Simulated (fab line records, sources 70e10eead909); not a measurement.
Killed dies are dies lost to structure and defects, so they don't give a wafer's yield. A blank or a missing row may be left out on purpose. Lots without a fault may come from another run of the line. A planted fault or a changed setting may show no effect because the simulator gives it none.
A struck lot beside a sound one | flow nand_harc | 14 steps out of a route of 1302
Sound: wafers L455.1, L455.3, L455.6. Struck: wafers L448.1, L448.3, L448.4. The cause comes at the end.
At each step with rows: each side's tool, then ch and its chambers, then its first start. Under that, the readings that differ: sound wafers | struck wafers | difference of the means | sigmas: that difference in standard deviations of wafers without a fault.
alike: readings whose means differ by less than 2 such deviations, and words and numbers that are the same on both sides. not compared: withheld readings, readings that some wafer has no value for, bounds like >300 that may hide the same value, and numbers for which the record gives no deviation and whose values overlap.
The two part at a step that has a row with sigmas, a row that says differs or no value, or rows on one side only. Numbers that don't overlap but have no deviation are shown without sigmas and don't part them. A reading that every wafer of one side lacks parts them only if that side has two wafers or more.

NHARC_P_M0_CMP_23: polishes, t overpolish 20 s, target thk 117.54 nm.
  sound on cmp-04 ch 0,1, day 13 04:19; struck on cmp-04 ch 0,1,2, day 10 15:56
  alike: motor_current_A, slurry_filter_dp_kPa, time_to_endpoint_s
NHARC_P_M0_THK_MEAS_24: measures by xrf.
  sound on film_metro-02, day 13 04:38; struck on film_metro-01, day 10 16:16
  alike: thk_nm
then, 1 step without rows for these wafers: NHARC_P_M0_SRD_25.
NHARC_P_M0_INSPECT_27:
  sound on defect_inspect-02, day 13 04:47; struck on defect_inspect-02, day 10 16:25
  alike: raw_defect_count
NHARC_P_M0_PRE_CLEAN_31: time 12 s.
  sound on pecvd-03 ch 0,1,2, day 13 04:52; struck on pecvd-01 ch 0,1, day 10 16:29
  alike: heater_power_w
NHARC_P_M0_DEP_32: deposits SiCN, target thk 30 nm.
  sound on pecvd-03 ch 0,1,2, day 13 04:56; struck on pecvd-01 ch 0,1, day 10 16:34
  alike: heater_power_w
then, 5 steps without rows for these wafers: NHARC_P_M1_DEP_00 (deposits SiOC, target thk 182.5 nm); NHARC_P_M1_DEHYDRATE_01 (time 120 s); NHARC_P_M1_HMDS_02 (time 30 s); NHARC_P_M1_COAT_34 (time 65 s); NHARC_P_M1_COAT_03 (resist thk 90 nm).
NHARC_P_M1_SOFTBAKE_04: time 55 s.
  sound on litho_track-06 ch 0, day 13 05:00; struck on litho_track-06 ch 0, day 10 17:00
  reading                  | sound                | struck               | difference | sigmas
  heater_power_total_W (W) | 188.58 188.31 188.35 | 177.22 177.45 177.30 | -11.09     | -74
  alike: exhaust_pa
then, 1 step without rows for these wafers: NHARC_P_M1_EBR_05.
NHARC_END_SORT_01:
  the record has rows for the sound wafers here (prober-02 ch 0, day 32 22:15) and none for the struck ones

WHERE THEY PART
First at NHARC_P_M1_SOFTBAKE_04; last, within this record, at NHARC_END_SORT_01.

WHY: what the simulator had put in
Process parameter drift: litho_track-06, from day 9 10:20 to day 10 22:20, at NHARC_P_M1_SOFTBAKE_04. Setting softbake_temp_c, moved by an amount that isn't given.
